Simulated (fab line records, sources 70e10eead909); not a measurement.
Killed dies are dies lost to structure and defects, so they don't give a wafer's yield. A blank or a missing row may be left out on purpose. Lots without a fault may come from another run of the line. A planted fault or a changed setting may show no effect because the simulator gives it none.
Problem report in the 8D (eight disciplines) form, filled by code | flow nand_harc | the parts of the form that need people (team, actions taken, sign-off) are left out

1. THE PROBLEM
oes_product_au at NHARC_P_M1_ETCH_15 reads a mean of 0.871 a.u. on 2 wafers of 1 lot; wafers without a fault read 0.957 a.u. with a standard deviation of 0.02. That is -4.3 standard deviations from the usual mean.
The step: etches the open film in C4F8/Ar, target depth 182.5 nm, time 91.2 s.
First seen on wafer L977.1, day 8 12:36, on rie_diel-08. The record holds 36 wafers of 12 lots with a number at this step. Rule for "out", or "out of limits": more than 4 standard deviations from the usual mean. The other wafers with a number count as sound.

2. WHAT IT IS AND WHAT IT IS NOT
question                    | is               | is not
which readings at this step | oes_product_au   | rf_vpp_V
which lots                  | L977             | L969, L970, L971, L972, L973, L974, L976, L986, L987, L989, L990
which wafers of those lots  | L977.1, L977.5   | L977.4
read on which tools         | rie_diel-08      | rie_diel-05, rie_diel-07
when                        | from day 8 12:36 | up to then (22 sound wafers); but 12 sound wafers of L986, L987, L989, L990 came after

3. SUSPECTS, AND WHAT RULES EACH OUT
Counting: a tool at a process step up to the reading stays a suspect if it ran every lot that is out. Sound lots after the first of them don't rule it out here, since some wafers of a struck lot are sound.
- rie_diel-08 at NHARC_P_M1_DESCUM_14 (chemistry O2, time 3 s): kept. It ran the lot that is out, L977 (day 8 12:25); its last sound lot up to then is L976 (day 8 07:13).
- rie_diel-08 at NHARC_P_M1_ETCH_15 (etches the open film in C4F8/Ar, target depth 182.5 nm, time 91.2 s): kept. It ran the lot that is out, L977 (day 8 12:36); its last sound lot up to then is L976 (day 8 07:23). Its own readings are out on those wafers: oes_product_au.
- Within rie_diel-08 at NHARC_P_M1_DESCUM_14: the wafers that are out ran in chambers 2, 3; their sound lot-mates ran in chamber 1.
- Within rie_diel-08 at NHARC_P_M1_ETCH_15: the wafers that are out ran in chambers 1, 3; their sound lot-mates ran in chamber 0.
Left after counting: rie_diel-08 at NHARC_P_M1_DESCUM_14, rie_diel-08 at NHARC_P_M1_ETCH_15.

4. THE CAUSE (what the simulator had put in)
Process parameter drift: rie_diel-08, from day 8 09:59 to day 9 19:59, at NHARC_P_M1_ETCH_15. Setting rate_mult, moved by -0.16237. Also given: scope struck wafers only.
Counting left 2 suspects, and this tool is among them.

5. THE CHAIN OF EFFECTS, in route order
Each row: a reading whose mean over the struck wafers that have a number lies more than 3 standard deviations from the usual. Only readings for which the record gives a usual standard deviation are gone through. hours: the time from each lot's start at the first step in this table that gives one to its start at this step, as a median over the lots. sigmas: the change in usual standard deviations.
hours | step               | reading        | usual      | on struck wafers | change | sigmas
0     | NHARC_P_M1_ETCH_15 | oes_product_au | 0.957 a.u. | 0.871            | -0.086 | -4.3
The process steps in it:
- NHARC_P_M1_ETCH_15: etches the open film in C4F8/Ar, target depth 182.5 nm, time 91.2 s.

6. WHAT WOULD HAVE CAUGHT IT SOONER
In this record the first reading out of limits was taken at day 8 12:36, 3 hours after the fault began at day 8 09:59.
